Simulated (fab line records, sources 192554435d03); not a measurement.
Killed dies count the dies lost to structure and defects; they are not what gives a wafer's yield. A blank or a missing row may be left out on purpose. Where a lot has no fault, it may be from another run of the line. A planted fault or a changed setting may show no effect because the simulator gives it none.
fab line records -- flow n5-finfet
record: lots: 5, wafers: 15, last-day: 17
route steps=1938 shown SD_EPI_N@269 SD_EPI_P@295 BEOL_M4@1111 PASSIVATION@1936
lots that met no fault: taken from a fault-free run of the same line
start-h: hours from the record's opening day to when the first of the lot's shown wafers began -- wait-h: hours since the lot's step before -- " the same as in the row above -- L1.1+2: a row that stands for several wafers -- - no value, or no start given -- * or withheld: withheld -- < > ~ a bound
route shown NAME@n: names a module that has steps shown in the file, with the first one's number in the route -- usual: mean/standard deviation taken from wafers without a fault -- same: alike in all rows -- chamber/n: place in a boat -- sites: per-site readings -- _std_site: their standard deviation -- _edge_site: mean of outer sites minus mean of inner sites -- radius-mm: how far each site lies from the wafer's centre -- mask NAME#n: copy n -- behind: the last tool/chamber to shape the wafer -- hold: cause of the lot's hold/its duration in hours/its outcome -- device: the n, p or np transistor that did not switch -- end of line: the same wafers' tests at the end of the route -- a step with no rows: only its recipe -- killed: the dies lost at the first sort to structure and to defects; this is not the yield of the wafer -- map: a wafer's dies, x killed, . not, _ none there
set.NAME: the run value of the setting; set.NAME@STEP: its run value at that earlier step -- model.NAME: the simulator's own value behind a step, which no gauge read
lots at selected steps of the route; one table per step, one row per wafer
services: from which hour (start-h, from the record's first day; less than 0 if before it) a tool's chamber was out of use, for how many hours, and why
== steps ==
step: N5_SD_EPI_N_DEVELOP_08
recipe: develop-time-s: 30, developer: TMAH, resist: CAR-ArF-block, dev-temp-c: 23, rinse-liquid: diw, dry: air-spin
step: N5_SD_EPI_N_DESCUM_14
recipe: chemistry: O2, time-s: 7.9, source-power-w: 50, bias-power-w: 20, pressure-mtorr: 20, rf-frequency-hz: 2.712e+07, temp-c: 40, resist: CAR-ArF-block, o2-flow-sccm: 225
step: N5_SD_EPI_N_ETCH_34
recipe: chemistry: CF4, target: SiARC, target-depth-a: 455, mask-material: CAR-ArF-block, time-s: 75.8, ion-energy-ev: 80, pressure-mtorr: 40, source-w: 545, bias-w: 36, Ar_flow_sccm: 100, cf4-flow-sccm: 100, ends: cleared
step: N5_SD_EPI_N_ETCH_35
recipe: chemistry: N2/H2, target: SOC, overetch-a: 1080, mask-material: SiARC, temp-c: 40, ion-energy-ev: 100, source-w: 3000, bias-w: 133, pressure-mtorr: 20, time-s: 486, n2-flow-sccm: 200, h2-flow-sccm: 200
step: N5_SD_EPI_N_STRIP_36
recipe: chemistry: N2/H2, temp-c: 40, n2-flow-sccm: 200, h2-flow-sccm: 200, rf-frequency-hz: 6e+07
step: N5_SD_EPI_N_ETCHBACK_44
recipe: chemistry: CH3F/O2, mode: anisotropic-etchback, target: SiNx, target-depth-a: 145, stop-on: SiO2, over-etch-frac: 0.3, ion-energy-ev: 120, pressure-mtorr: 30, source-w: 395, bias-w: 73, Ar_flow_sccm: 150, CH3F_flow_sccm: 30, O2_flow_sccm: 20
step: N5_SD_EPI_N_ETCH_45
recipe: chemistry: CH3F/O2, target: SiOCN, target-depth-a: 60, mask-material: SOC, ion-energy-ev: 60, bias-w: 29, pressure-mtorr: 15, source-w: 410, Ar_flow_sccm: 150, CH3F_flow_sccm: 30, O2_flow_sccm: 20
step: N5_SD_EPI_N_ETCH_16
recipe: chemistry: CHF3/O2, target: SiO2, target-depth-a: 50, mask-material: SOC, pressure-mtorr: 30, source-w: 650, bias-w: 170, Ar_flow_sccm: 200, CHF3_flow_sccm: 50, O2_flow_sccm: 5, ion-energy-ev: 200
step: N5_SD_EPI_N_STRIP_47
recipe: chemistry: CHF3/O2, resist: SiARC, rf-frequency-hz: 6e+07
step: N5_SD_EPI_N_SD_RECESS_17
recipe: chemistry: HBr/Cl2/O2, target-depth-a: 410, mask-material: SOC, time-s: 23.7, bt-time-s: 3, pressure-mtorr: 10, icp-w: 800, bias-w: 112, HBr_flow_sccm: 150, Cl2_flow_sccm: 80, O2_flow_sccm: 12
usual: HBr_flow_sccm: 150.0/0.46, O2_flow_sccm: 12.00/0.031, bias-w: 112.0/0.31, drypump-motor-current-A: 5.5/0.4, oes-product-au: 1.005/0.018, throttle-valve-pct: 37.1/0.34
lot.wafer,tool,chamber,start-h,wait-h,HBr_flow_sccm,O2_flow_sccm,bias-w,drypump-motor-current-A,oes-product-au,rf-hours-counter-h,throttle-valve-pct,model.Si_of_WELL_APT_EPI_41.thk-nm
L112.2,rie-si-02,3,128.59,0.0,149.7,11.96,111.6,5.5,0.977,65,37.6,10
L112.3,rie-si-02,1,128.59,0.0,149.9,11.96,112.1,5.5,1.014,105,37.3,7.6
L112.5,rie-si-02,3,128.59,0.0,149.5,12.03,111.9,5.5,0.975,-,37.6,9.6
L115.1,rie-si-05,0,144.93,0.0,-,-,-,-,-,-,-,50.74
L115.4,rie-si-05,1,144.93,0.0,-,-,-,-,-,-,-,50.33
L115.5,rie-si-05,3,144.93,0.0,-,-,-,-,-,-,-,50.23
L116.2,rie-si-04,2,153.90,0.0,-,-,-,-,-,-,-,50.02
L116.4,rie-si-04,1,153.90,0.0,-,-,-,-,-,-,-,49.4
L116.5,rie-si-04,2,153.90,0.0,-,-,-,-,-,-,-,49.81
L117.1,rie-si-02,1,156.77,0.0,-,-,-,-,-,-,-,49.72
L117.3,rie-si-02,3,156.77,0.0,-,-,-,-,-,-,-,49.6
L117.6,rie-si-02,3,156.77,0.0,-,-,-,-,-,-,-,49.78
L122.4,rie-si-05,3,187.57,0.0,150.0,11.99,111.7,5.2,1.027,169,37.1,9
L122.5,rie-si-05,0,187.57,0.0,149.7,12.01,111.7,5.8,0.985,-,36.3,9.4
L122.6,rie-si-05,1,187.57,0.0,149.3,12.03,112.6,5.0,0.989,-,36.7,9
step: N5_SD_EPI_N_STRIP_38
recipe: chemistry: N2/H2, power-w: 1000, temp-c: 250, h2-frac: 0.65, overash-fraction: 0.3, pressure-mtorr: withheld, n2-flow-sccm: 1750, h2-flow-sccm: 3250
step: N5_SD_EPI_N_WET_ETCH_43
recipe: chemistry: dHF, dilution: withheld, time-s: 14, target: SiO2, target-depth-a: 15, temp-c: 25
step: N5_SD_EPI_N_STRIP_18
recipe: chemistry: SPM, time-s: 750, temp-c: 130, h2so4-h2o2-vol-ratio: 4
lot.wafer,tool,chamber,start-h,wait-h,model.Si_of_WELL_APT_EPI_41.thk-nm
L112.2,wet-bench-03,1,128.78,0.0,9.6
L112.3,wet-bench-03,6,128.78,0.0,7.2
L112.5,wet-bench-03,7,128.78,0.0,9.2
L115.1,wet-bench-03,6,145.12,0.0,50.4
L115.4,wet-bench-03,0,145.12,0.0,50
L115.5,wet-bench-03,3,145.12,0.0,49.8
L116.2,wet-bench-02,3,154.09,0.0,49.6
L116.4,wet-bench-02,5,154.09,0.0,49
L116.5,wet-bench-02,6,154.09,0.0,49.4
L117.1+6,wet-bench-02,"1,7",156.96,0.0,49.4
L117.3,wet-bench-02,0,156.96,0.0,49.2
L122.4,wet-bench-02,1,187.76,0.0,8.6
L122.5,wet-bench-02,5,187.76,0.0,9
L122.6,wet-bench-02,7,187.76,0.0,8.8
step: N5_SD_EPI_N_SRD_20
recipe: dry: ipa-marangoni, do-ppb: 5, time-s: 30, temp-c: 23, rinse-liquid: diw
step: N5_SD_EPI_N_PRECLEAN_48
recipe: chemistry: NF3:NH3, afs-cycles: 2, temp-c: 30, time-s: 20, sublimation-temp-c: 180, sublimation-time-s: 60, pressure-torr: 3, rf-power-w: 30
step: N5_SD_EPI_N_VAPOR_ETCH_50
recipe: chemistry: HCl, target: Si, temp-c: 775, time-s: 54, pressure-torr: 20, mode: isotropic
step: N5_SD_EPI_N_EPI_21
recipe: material: Si:P, dopant: P, temp-c: 680, pressure-torr: 255, time-s: 690
step: N5_SD_EPI_N_PRECLEAN_24
recipe: chemistry: O3/DIW, time-s: 60, temp-c: 22, o3-ppm: 10
step: N5_SD_EPI_N_SRD_25
recipe: time-s: 30, temp-c: 23, rinse-liquid: diw, dry: ipa-marangoni
step: N5_SD_EPI_N_PRECLEAN_49
recipe: chemistry: NF3:NH3, afs-cycles: 1, temp-c: 30, time-s: 20, sublimation-temp-c: 180, sublimation-time-s: 60, pressure-torr: 3, rf-power-w: 30
step: N5_SD_EPI_N_LINER_46
recipe: material: SiNx, target-thk-a: 30, temp-c: 400, ald-precursor-family: SiH2I2, ald-co-reactant: N2/H2-plasma, pressure-torr: 2
step: N5_SD_EPI_P_COAT_34
recipe: resist: SOC, temp-c: 250, time-s: 60, spin-rpm: 1500, resist-thk-nm: 350
step: N5_SD_EPI_P_COAT_35
recipe: resist: SiARC, temp-c: 220, time-s: 60, spin-rpm: 1500, resist-thk-nm: 35
step: N5_SD_EPI_P_COAT_03
recipe: resist: CAR-ArF-block, spin-rpm: 1500, resist-thk-nm: 150
step: N5_SD_EPI_P_EBR_05
recipe: solvent: PGMEA, ebr-width-mm: 1.5
step: N5_SD_EPI_P_SOFTBAKE_04
recipe: temp-c: 110, time-s: 60, resist: CAR-ArF-block
step: N5_SD_EPI_P_EXPOSE_06
recipe: mask-id: SD_P_BLK, na: 1.35, source-shape: conventional, sigma-outer: 0.8, polarization: unpolarized, target-cd-nm: 240, dose-mj: 39.5
step: N5_SD_EPI_P_PEB_07
recipe: peb-temp-c: 110, peb-time-s: 60, resist: CAR-ArF-block
step: N5_SD_EPI_P_DEVELOP_08
recipe: develop-time-s: 30, developer: TMAH, resist: CAR-ArF-block, dev-temp-c: 23, rinse-liquid: diw, dry: air-spin
step: N5_SD_EPI_P_DESCUM_14
recipe: chemistry: O2, time-s: 7.9, source-power-w: 50, bias-power-w: 20, pressure-mtorr: 20, rf-frequency-hz: 2.712e+07, temp-c: 40, resist: CAR-ArF-block, o2-flow-sccm: 225
step: N5_SD_EPI_P_ETCH_36
recipe: chemistry: CF4, target: SiARC, target-depth-a: 455, mask-material: CAR-ArF-block, time-s: 75.8, ion-energy-ev: 80, pressure-mtorr: 40, source-w: 545, bias-w: 36, Ar_flow_sccm: 100, cf4-flow-sccm: 100, ends: cleared
step: N5_SD_EPI_P_ETCH_37
recipe: chemistry: N2/H2, target: SOC, overetch-a: 1080, mask-material: SiARC, temp-c: 40, ion-energy-ev: 100, source-w: 3000, bias-w: 133, pressure-mtorr: 20, time-s: 486, n2-flow-sccm: 200, h2-flow-sccm: 200, ends: end-point
step: N5_SD_EPI_P_STRIP_38
recipe: chemistry: N2/H2, temp-c: 40, n2-flow-sccm: 200, h2-flow-sccm: 200, rf-frequency-hz: 6e+07
step: N5_SD_EPI_P_ETCHBACK_46
recipe: chemistry: CH3F/O2, mode: anisotropic-etchback, target: SiNx, target-depth-a: 175, stop-on: SiO2, over-etch-frac: 0.3, ion-energy-ev: 120, pressure-mtorr: 30, source-w: 395, bias-w: 73, Ar_flow_sccm: 150, CH3F_flow_sccm: 30, O2_flow_sccm: 20
step: N5_BEOL_M4_RC_MEAS_101
usual: CJ_N: 4.34/0.1, DIBL_N: 36.2/2, DIBL_P: 36.1/2.4, IOFF_N: 0.16/0.035, IOFF_N_85C: 3.1/0.58, IOFF_N_LIN: 0.073/0.014, IOFF_N_LONG: 5.57e-05/2.6e-06, IOFF_P: 0.22/0.041, ION_N: 675/14, ION_P: 465/8.6, REXT_N: 75.8/1.8, SS_N: 71.5/0.64, SS_P: 73.2/0.76, VT_N: 250/3.9, VT_N_LVT: 100/3.9, VT_P: -249/3.4
lot.wafer,tool,chamber,start-h,wait-h,CJ_N,DIBL_N[mV/V],DIBL_P[mV/V],IOFF_N[nA/um],IOFF_N_85C[nA/um],IOFF_N_LIN[nA/um],IOFF_N_LONG[nA/um],IOFF_P[nA/um],ION_N[uA/um],ION_P[uA/um],REXT_N[ohm.um],SS_N[mV/dec],SS_P[mV/dec],VT_N[mV],VT_N_LVT[mV],VT_P[mV]
L112.2,prober-01,0,256.02,0.2,4.21,36.8,37.7,0.16,3.2,0.079,5.64e-05,0.23,687,467,80.0,72.1,73.8,248,96,-248
L112.3,prober-01,0,256.02,0.2,4.45,40.6,41.0,0.24,4.4,0.103,5.81e-05,0.29,693,469,77.2,72.9,73.8,243,93,-247
L112.5,prober-01,0,256.02,0.2,4.25,39.8,40.7,0.21,3.9,0.092,5.72e-05,0.27,682,468,80.1,72.6,74.4,248,94,-247
L115.1,prober-01,0,264.24,0.0,2.54,28.7,37.7,0.03,0.7,0.017,4.93e-05,0.24,275,466,116.2,70.5,73.2,290,142,-245
L115.4,prober-01,0,264.24,0.0,2.54,26.7,35.9,0.02,0.6,0.015,5.04e-05,0.21,270,474,115.7,69.8,72.7,292,144,-249
L115.5,prober-01,0,264.24,0.0,2.52,26.5,34.7,0.02,0.6,0.015,4.95e-05,0.20,268,468,116.4,70.1,72.9,287,144,-248
L117.1,prober-01,0,272.10,0.0,2.54,29.3,38.8,0.03,0.9,0.021,4.66e-05,0.21,282,466,112.7,70.9,73.8,287,136,-250
L117.3,prober-01,0,272.10,0.0,2.52,26.3,37.1,0.03,0.7,0.016,4.68e-05,0.19,272,464,112.8,69.9,73.7,291,141,-252
L117.6,prober-01,0,272.10,0.0,2.56,29.0,39.0,0.03,0.8,0.020,4.68e-05,0.21,276,467,114.2,70.6,73.8,288,138,-253
L116.2,prober-02,0,272.44,0.2,2.53,28.2,35.5,0.03,0.7,0.017,5.04e-05,0.19,272,455,117.2,70.5,73.3,291,140,-254
L116.4,prober-02,0,272.44,0.2,2.52,28.3,36.9,0.03,0.8,0.020,4.92e-05,0.23,278,469,118.9,70.5,73.4,284,136,-247
L116.5,prober-02,0,272.44,0.2,2.55,26.5,33.8,0.02,0.6,0.016,4.96e-05,0.18,274,471,114.8,68.8,73.1,293,140,-251
L122.4,prober-01,0,315.28,0.5,4.37,33.0,33.1,0.11,2.2,0.053,5.14e-05,0.15,665,453,75.5,70.3,72.6,258,106,-256
L122.5,prober-01,0,315.28,0.5,4.32,33.5,33.3,0.12,2.3,0.057,5.12e-05,0.15,671,453,75.7,70.7,72.2,255,104,-256
L122.6,prober-01,0,315.28,0.5,4.34,34.9,34.8,0.13,2.6,0.060,5.14e-05,0.17,675,459,75.7,71.2,73.0,254,103,-254
step: N5_PASSIVATION_PROBE_49
usual: defect-limited-yield: 91.1/1.4, killed_at_M0_to_M3: 36/9.9, killed_at_M4_up: 13/5.8, killed-at-contacts: 14/5.9, killed-at-front-end: 39/11, killed-at-other: 3.4/2.9, killed-dies: 105/17, killed-on-rim: 15/3.9, killed-open: 70/13, killed-short: 34/7.3, sort_bin_5_function: 5.3/1, sort_bin_6_memory: 3.3/0.62, sort_bin_8_speed: 0.01/0.057, sort-n-pass: 1075/17, sort-yield-pct: 91.1/1.4
same: gross-dies: 1180, killed-at-back-side: 0, sort_bin_4_leakage[%]: 0
lot.wafer,tool,chamber,start-h,wait-h,defect-limited-yield[%],killed_at_M0_to_M3,killed_at_M4_up,killed-at-contacts,killed-at-front-end,killed-at-other,killed-dies,killed-on-rim,killed-open,killed-short,sort_bin_5_function[%],sort_bin_6_memory[%],sort_bin_8_speed[%],sort-n-pass,sort-yield-pct[%]
L112.3,prober-02,-,353.33,0.2,90.2,46,17,16,37,0,116,9,79,36,6.5,3.0,0,1064,90.2
L115.1,prober-01,-,379.08,0.0,89.7,42,14,26,33,6,121,11,88,29,5.7,4.3,89.75,0,0
L115.4,prober-01,-,379.23,0.2,89.0,42,23,15,49,1,130,18,87,42,6.7,3.9,88.98,0,0
L115.5,prober-01,-,379.28,0.2,90.5,43,15,24,28,2,112,22,69,43,5.0,4.1,90.51,0,0
L116.2,prober-02,-,385.75,0.1,89.5,32,18,12,48,14,124,16,81,40,6.5,3.6,89.49,0,0
L116.4,prober-02,-,385.85,0.2,91.2,25,16,19,37,7,104,10,80,23,5.2,3.5,91.19,0,0
L116.5,prober-02,-,385.90,0.2,91.6,23,14,13,42,7,99,15,63,29,4.7,3.3,91.61,0,0
L117.1,prober-01,-,390.65,0.0,92.5,38,9,3,37,2,89,9,53,34,4.6,2.6,92.46,0,0
L117.3,prober-01,-,390.75,0.1,91.0,31,15,8,51,1,106,6,62,43,5.7,2.8,91.02,0,0
L117.6,prober-01,-,390.90,0.3,90.2,32,13,11,59,1,116,15,75,41,5.6,3.6,90.17,0,0
L122.4,prober-02,-,414.24,0.2,89.5,44,8,14,50,8,124,16,80,44,5.7,4.6,0,1056,89.5
L122.5,prober-02,-,414.29,0.2,90.9,28,8,21,47,3,107,14,68,39,5.0,4.1,0,1073,90.9
L122.6,prober-02,-,414.34,0.3,92.5,31,6,9,36,6,88,19,56,32,4.2,3.1,0,1092,92.5
killed by level:class
L112.3 MOL_CONTACT_COAG:geometric-particle:open=14 BEOL_M0_SAQP:geometric-particle:open=13 FIN_SAQP:geometric-particle:open=10 BEOL_M0_SAQP:geometric-particle:short=7 BEOL_M2:geometric-particle:open=6 BEOL_M3:geometric-particle:open=6 FIN_SAQP:geometric-particle:short=5 STI_FIN_REVEAL:geometric-particle:open=5
L115.1 MOL_CONTACT_COAG:geometric-particle:open=21 BEOL_M2:geometric-particle:open=14 STI_FIN_REVEAL:geometric-particle:open=9 BEOL_M1:geometric-particle:open=8 BEOL_M0_SAQP:geometric-particle:open=7 FIN_SAQP:geometric-particle:open=6 MOL_CONTACT_COAG:geometric-particle:short=5 BEOL_M4:geometric-particle:open=5
L115.4 FIN_SAQP:geometric-particle:short=13 MOL_CONTACT_COAG:geometric-particle:open=12 BEOL_M1:geometric-particle:open=11 STI_FIN_REVEAL:geometric-particle:open=9 BEOL_M5:geometric-particle:open=9 BEOL_M0_SAQP:geometric-particle:open=8 FIN_SAQP:geometric-particle:open=7 BEOL_M1:geometric-particle:short=6
L115.5 MOL_CONTACT_COAG:geometric-particle:open=17 BEOL_M0_SAQP:geometric-particle:short=12 STI_FIN_REVEAL:geometric-particle:open=8 MOL_CONTACT_COAG:geometric-particle:short=7 BEOL_M4:geometric-particle:open=7 BEOL_M0_SAQP:geometric-particle:open=6 BEOL_M1:geometric-particle:open=6 FIN_SAQP:geometric-particle:short=5
L116.2 STI_FIN_REVEAL:geometric-particle:open=20 BEOL_M2:geometric-particle:open=12 MOL_CONTACT_COAG:geometric-particle:short=6 MOL_CONTACT_COAG:geometric-particle:open=6 BEOL_M4:geometric-particle:open=6 FIN_SAQP:geometric-particle:open=5 BEOL_M8:geometric-particle:open=5 BEOL_M0_SAQP:geometric-particle:short=5
L116.4 STI_FIN_REVEAL:geometric-particle:open=19 BEOL_M0_SAQP:geometric-particle:open=16 MOL_CONTACT_COAG:geometric-particle:open=14 BEOL_M4:geometric-particle:open=7 FIN_SAQP:geometric-particle:open=6 MOL_CONTACT_COAG:geometric-particle:short=5 BEOL_M0_SAQP:geometric-particle:short=5 PASS1_CAP:geometric-particle:open=3
L116.5 STI_FIN_REVEAL:geometric-particle:open=19 MOL_CONTACT_COAG:geometric-particle:open=12 BEOL_M0_SAQP:geometric-particle:short=9 BEOL_M0_SAQP:geometric-particle:open=7 STI_FIN_REVEAL:geometric-particle:short=5 FIN_SAQP:geometric-particle:open=4 FIN_SAQP:geometric-particle:short=4 BEOL_M3:geometric-particle:open=4
L117.1 BEOL_M0_SAQP:geometric-particle:open=13 FIN_SAQP:geometric-particle:short=9 DUMMY_GATE:geometric-particle:open=7 BEOL_M1:geometric-particle:open=7 BEOL_M0_SAQP:geometric-particle:short=6 FIN_SAQP:geometric-particle:open=5 STI_FIN_REVEAL:geometric-particle:open=5 BEOL_M2:geometric-particle:open=5
L117.3 FIN_SAQP:geometric-particle:short=14 STI_FIN_REVEAL:geometric-particle:open=10 MOL_CONTACT_COAG:geometric-particle:open=8 BEOL_M0_SAQP:geometric-particle:short=8 DUMMY_GATE:geometric-particle:open=6 BEOL_M1:geometric-particle:open=6 FIN_SAQP:geometric-particle:open=5 GATE_CUT:geometric-particle:short=5
L117.6 STI_FIN_REVEAL:geometric-particle:open=13 BEOL_M1:geometric-particle:open=10 FIN_SAQP:geometric-particle:short=8 MOL_CONTACT_COAG:geometric-particle:open=8 FIN_SAQP:geometric-particle:open=7 GATE_CUT:geometric-particle:open=7 BEOL_M0_SAQP:geometric-particle:open=7 GATE_CUT:geometric-particle:short=5
L122.4 MOL_CONTACT_COAG:geometric-particle:open=13 BEOL_M0_SAQP:geometric-particle:open=11 FIN_SAQP:geometric-particle:open=9 FIN_SAQP:geometric-particle:short=8 BEOL_M0:geometric-particle:open=8 BEOL_M0_SAQP:geometric-particle:short=7 BEOL_M2:geometric-particle:open=7 BEOL_M1:geometric-particle:open=6
L122.5 MOL_CONTACT_COAG:geometric-particle:open=14 FIN_SAQP:geometric-particle:open=9 FIN_SAQP:geometric-particle:short=7 BEOL_M0_SAQP:geometric-particle:short=7 MOL_CONTACT_COAG:geometric-particle:short=7 STI_FIN_REVEAL:geometric-particle:open=6 GATE_CUT:geometric-particle:open=5 GATE_CUT:geometric-particle:short=5
L122.6 STI_FIN_REVEAL:geometric-particle:open=12 BEOL_M0_SAQP:geometric-particle:short=9 BEOL_M0_SAQP:geometric-particle:open=9 MOL_CONTACT_COAG:geometric-particle:open=8 FIN_SAQP:geometric-particle:short=7 BEOL_M0:geometric-particle:open=5 PASS1_CAP:geometric-particle:open=4 FIN_SAQP:geometric-particle:open=3
map L115.4 (x killed, . not)
_________________..........x.________________
______________..x......x...x...._____________
___________..x..........x..........__________
__________..........x.............x._________
________x..................x....x...x._______
_______xx..x....x......................______
______.................................._____
_____..x......x.......x......x...........____
____....x......................x.....xx...___
___..xx...........x.....xx....x............__
___...........x........x.................x.__
__........x..........x.......x.x...x........_
__...x..x.........x............x...x........_
_.......x...x.xx......x.....................x
_..........xx...................x............
_x...x......x.......................x........
_...............x....xx.........x..........x.
_.......................x..........xxx.......
_x......x..x......x............x........x....
_..xx...........x......x...x.x...............
_.....................x.....x............x...
__........x...x.........x......x.....x..x..x_
__x.....x.............................x....._
___.........x.............x.........x.xx...__
___.x......x.........xx........xx....xx....__
____...........................x.x.......x___
_____........x................x.....x....____
______.........x.....x.x........x......._____
_______......x..............x.x..x..x..______
________x.....x..................x...._______
__________...x...x...........x......_________
___________.....x...x..x.....x.....__________
______________x..x.............._____________
_________________............________________
map L116.2 (x killed, . not)
_________________..xxx.......________________
______________.................._____________
___________......x...x.............__________
__________.....x...................._________
________.........x....x......x..x...x._______
_______..................x.............______
______......x.....x...x...x............._____
_____.............................x......____
____....................x...x..x..x.xx....___
___..............x....x....x...............__
___x.xx.........x..x.........x...x.........__
__.....x...........................x.....x.._
__x............x....x..x....x..............._
_.......................x..........x........x
_....x..x.......xx...........................
_.................................x..........
_...x...xx................x..................
_.....x...........x..............x...........
_........................x.........x.........
_x...x.......................x...............
_...............x..x.............x....xx.x...
__x............xx.x.x.x...x..........x.x...._
__...............xx..............x.x..x....._
___...............x.....x.......x.......xxx__
___x....x.............................x....__
____.............x..x....xx.....x.........___
_____.......x....x......x..x.........x...____
______..xx.x..x..x.................x.x.._____
_______......x.........x.x.............______
________..x.x...x.xx..x..............._______
__________.........x........xx.....x_________
___________........................__________
______________..x.....x......x.._____________
_________________....x.......________________
== services ==
tool,chamber,start-h,hours,kind
rie-si-04,0,127.15,36.9,repair
rie-si-02,-,135.14,2.8,pm
rie-si-02,-,168.12,28.1,pm
== key ==
first-sign: step: N5_SD_EPI_N_SD_RECESS_17, reading: tool-record, direction: missing
effect: step: N5_BEOL_M4_RC_MEAS_101, reading: ION_N, direction: down, sigmas: 29, usual: 675, struck: 274
effect: step: N5_BEOL_M4_RC_MEAS_101, reading: REXT_N, direction: up, sigmas: 22, usual: 75.8, struck: 115.4
effect: step: N5_BEOL_M4_RC_MEAS_101, reading: CJ_N, direction: down, sigmas: 18, usual: 4.34, struck: 2.54
effect: step: N5_BEOL_M4_RC_MEAS_101, reading: VT_N_LVT, direction: up, sigmas: 10, usual: 100, struck: 140
effect: step: N5_BEOL_M4_RC_MEAS_101, reading: VT_N, direction: up, sigmas: 10, usual: 250, struck: 289
effect: step: N5_BEOL_M4_RC_MEAS_101, reading: DIBL_N, direction: down, sigmas: 4.2, usual: 36.2, struck: 27.7
effect: step: N5_BEOL_M4_RC_MEAS_101, reading: IOFF_N_LIN, direction: down, sigmas: 4, usual: 0.073, struck: 0.017
effect: step: N5_BEOL_M4_RC_MEAS_101, reading: IOFF_N_85C, direction: down, sigmas: 4, usual: 3.1, struck: 0.7
effect: step: N5_BEOL_M4_RC_MEAS_101, reading: IOFF_N, direction: down, sigmas: 3.6, usual: 0.16, struck: 0.03
effect: step: N5_BEOL_M4_RC_MEAS_101, reading: IOFF_N_LONG, direction: down, sigmas: 2.7, usual: 5.57e-05, struck: 4.88e-05
effect: step: N5_BEOL_M4_RC_MEAS_101, reading: SS_N, direction: down, sigmas: 2.1, usual: 71.5, struck: 70.2, wafers-moved: 7
effect: step: N5_PASSIVATION_PROBE_49, reading: sort_bin_8_speed, direction: up, sigmas: 99+, usual: 0.01, struck: 90.57
model-effect: step: N5_SD_EPI_N_SD_RECESS_17, value: Si_of_WELL_APT_EPI_41.thk-nm, without: 9.244, struck: 49.96
model-effect: step: N5_SD_EPI_N_STRIP_18, value: Si_of_WELL_APT_EPI_41.thk-nm, without: 8.889, struck: 49.58
met-at N5_SD_EPI_N_SD_RECESS_17
struck-wafers L115.1,L115.4,L115.5,L116.2,L116.4,L116.5,L117.1,L117.3,L117.6
onset-between 128.59 144.93
fault: kind: skipped-step-whole, tool: rie-si-02,rie-si-04,rie-si-05, chamber: -, onset-h: 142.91, steps: N5_SD_EPI_N_SD_RECESS_17, scope: struck-lots-only
